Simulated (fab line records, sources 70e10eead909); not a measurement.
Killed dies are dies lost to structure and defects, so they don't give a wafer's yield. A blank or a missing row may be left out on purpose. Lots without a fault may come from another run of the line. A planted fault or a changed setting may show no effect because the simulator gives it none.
Tool commonality check | flow nand_harc | 13 lots, 39 wafers sampled

WHY IT WAS OPENED
At NHARC_END_SORT_01 the reading killed_at_other is flagged on 2 of 13 lots. Wafers without a fault read 0.8, standard deviation 1.2.
Rule: a lot is flagged when every wafer of it that has a number lies more than 4 standard deviations from that mean, or none has a number. The other lots count as sound.

lot  | measured     | on        | killed_at_other, wafer by wafer | flag
L727 | day 24 04:58 | prober-02 | 2 0 0                           |
L728 | day 24 14:47 | prober-02 | 0 1 0                           |
L733 | day 27 07:34 | prober-02 | 89 53 91                        | FLAGGED
L734 | day 27 20:07 | prober-02 | 50 71 74                        | FLAGGED
L739 | day 28 12:28 | prober-02 | 0 0 0                           |
L740 | day 30 12:04 | prober-02 | 0 0 0                           |
L741 | day 31 03:28 | prober-01 | 4 1 2                           |
L746 | day 31 14:07 | prober-02 | 0 1 0                           |
L745 | day 32 05:58 | prober-02 | 0 0 0                           |
L747 | day 32 19:12 | prober-01 | 2 0 2                           |
L748 | day 33 04:34 | prober-02 | 1 0 0                           |
L750 | day 33 20:29 | prober-01 | 4 3 1                           |
L749 | day 35 07:50 | prober-01 | 1 0 0                           |
The numbers of the flagged lots are 71.3 on average: +70.5 against the usual, or +59 standard deviations.

WHICH TOOL RAN EACH LOT
The record holds 4 process steps before the reading, out of a route of 1302 steps. In each cell: the tool, then ch and the chambers that the sampled wafers went through, then the start.
lot  | flag    | NHARC_THIN_TSV_CMP_01         | NHARC_THIN_TSV_DESCUM_14           | NHARC_THIN_TSV_ETCHBACK_48         | NHARC_THIN_TSV_DEGAS_49
L727 |         | cmp-03 ch 0,1,2, day 23 10:52 | rie_diel-05 ch 0,1,3, day 23 12:20 | rie_diel-01 ch 2,3, day 23 14:34   | pvd_sputter-01, day 23 15:04
L728 |         | cmp-01 ch 0,2,3, day 23 22:46 | rie_diel-05 ch 1,2, day 24 00:12   | rie_diel-05 ch 2,3, day 24 02:19   | pvd_sputter-01, day 24 02:48
L733 | FLAGGED | cmp-01 ch 0,1,3, day 26 14:07 | rie_diel-13 ch 1,2,3, day 26 15:37 | rie_diel-01 ch 0,2,3, day 26 17:48 | pvd_sputter-01, day 26 18:17
L734 | FLAGGED | cmp-02 ch 0,2, day 27 02:16   | rie_diel-01 ch 0,1,3, day 27 03:46 | rie_diel-01 ch 1,2, day 27 05:52   | pvd_sputter-02, day 27 06:22
L739 |         | cmp-02 ch 0,2,3, day 27 12:35 | rie_diel-05 ch 2,3, day 27 14:04   | rie_diel-05 ch 2,3, day 27 16:22   | pvd_sputter-01, day 27 16:55
L740 |         | cmp-02 ch 0,2,3, day 29 20:46 | rie_diel-01 ch 1,2,3, day 29 22:06 | rie_diel-01 ch 0,1,2, day 30 00:13 | pvd_sputter-02, day 30 01:16
L741 |         | cmp-03 ch 0,2,3, day 30 11:14 | rie_diel-01 ch 0,2,3, day 30 12:36 | rie_diel-01 ch 0,1,2, day 30 14:44 | pvd_sputter-02, day 30 15:14
L746 |         | cmp-01 ch 1,2,3, day 30 19:55 | rie_diel-05 ch 0,1,3, day 30 21:24 | rie_diel-01 ch 1,2,3, day 30 23:40 | pvd_sputter-03, day 31 00:12
L745 |         | cmp-01 ch 0,1, day 31 13:52   | rie_diel-13 ch 2,3, day 31 15:13   | rie_diel-05 ch 0,2,3, day 31 17:19 | pvd_sputter-02, day 31 17:49
L747 |         | cmp-03 ch 2,3, day 32 01:18   | rie_diel-01 ch 1,2,3, day 32 02:47 | rie_diel-05 ch 1,3, day 32 04:52   | pvd_sputter-01, day 32 05:25
L748 |         | cmp-02 ch 1,3, day 32 12:22   | rie_diel-01 ch 1,3, day 32 13:43   | rie_diel-05 ch 1,2,3, day 32 15:49 | pvd_sputter-02, day 32 16:21
L750 |         | cmp-02 ch 0,1,2, day 33 02:19 | rie_diel-13 ch 2,3, day 33 03:49   | rie_diel-01 ch 0,1,3, day 33 05:53 | pvd_sputter-01, day 33 06:29
L749 |         | cmp-02 ch 1,2,3, day 34 14:52 | rie_diel-13 ch 1,2,3, day 34 16:22 | rie_diel-13 ch 0,2, day 34 18:28   | pvd_sputter-03, day 34 18:59
What these steps do:
- NHARC_THIN_TSV_CMP_01: polishes.
- NHARC_THIN_TSV_DESCUM_14: chemistry O2, time 3 s.
- NHARC_THIN_TSV_ETCHBACK_48: etches the open film in C4F8/Ar, target depth 1028.5 nm, time 405.17 s.
- NHARC_THIN_TSV_DEGAS_49: time 120 s.
- NHARC_END_SORT_01

FLAGGED OVER TOTAL, TOOL BY TOOL (the gauges that took the reading come last)
step                       | tool           | lots run | flagged | share of the flagged lots | sound lots run after its first flagged lot
NHARC_THIN_TSV_CMP_01      | cmp-01         | 4        | 1       | some                      | 2 (L746,L745)
NHARC_THIN_TSV_CMP_01      | cmp-02         | 6        | 1       | some                      | 5 (L739,L740,L748,L750,L749)
NHARC_THIN_TSV_CMP_01      | cmp-03         | 3        | 0       | none                      | -
NHARC_THIN_TSV_DESCUM_14   | rie_diel-01    | 5        | 1       | some                      | 4 (L740,L741,L747,L748)
NHARC_THIN_TSV_DESCUM_14   | rie_diel-05    | 4        | 0       | none                      | -
NHARC_THIN_TSV_DESCUM_14   | rie_diel-13    | 4        | 1       | some                      | 3 (L745,L750,L749)
NHARC_THIN_TSV_ETCHBACK_48 | rie_diel-01    | 7        | 2       | all                       | 4 (L740,L741,L746,L750)
NHARC_THIN_TSV_ETCHBACK_48 | rie_diel-05    | 5        | 0       | none                      | -
NHARC_THIN_TSV_ETCHBACK_48 | rie_diel-13    | 1        | 0       | none                      | -
NHARC_THIN_TSV_DEGAS_49    | pvd_sputter-01 | 6        | 1       | some                      | 3 (L739,L747,L750)
NHARC_THIN_TSV_DEGAS_49    | pvd_sputter-02 | 5        | 1       | some                      | 4 (L740,L741,L745,L748)
NHARC_THIN_TSV_DEGAS_49    | pvd_sputter-03 | 2        | 0       | none                      | -
NHARC_END_SORT_01          | prober-01      | 4        | 0       | none                      | -
NHARC_END_SORT_01          | prober-02      | 9        | 2       | all                       | 5 (L739,L740,L746,L745,L748)

WHAT THE TABLE ALLOWS
2 rows of the table ran every flagged lot: rie_diel-01 at NHARC_THIN_TSV_ETCHBACK_48, prober-02 at NHARC_END_SORT_01.
- rie_diel-01 at NHARC_THIN_TSV_ETCHBACK_48: 2 of its 7 lots flagged. Sound lots ran on it after the first flagged one (L740, L741, L746, L750), which a lasting fault on the whole tool wouldn't allow.
- prober-02 at NHARC_END_SORT_01: 2 of its 9 lots flagged. Sound lots ran on it after the first flagged one (L739, L740, L746, L745, L748), which a lasting fault on the whole tool wouldn't allow.
No row of the table ran every flagged lot and no sound lot after the first.

WHAT THE SIMULATOR HAD PUT IN
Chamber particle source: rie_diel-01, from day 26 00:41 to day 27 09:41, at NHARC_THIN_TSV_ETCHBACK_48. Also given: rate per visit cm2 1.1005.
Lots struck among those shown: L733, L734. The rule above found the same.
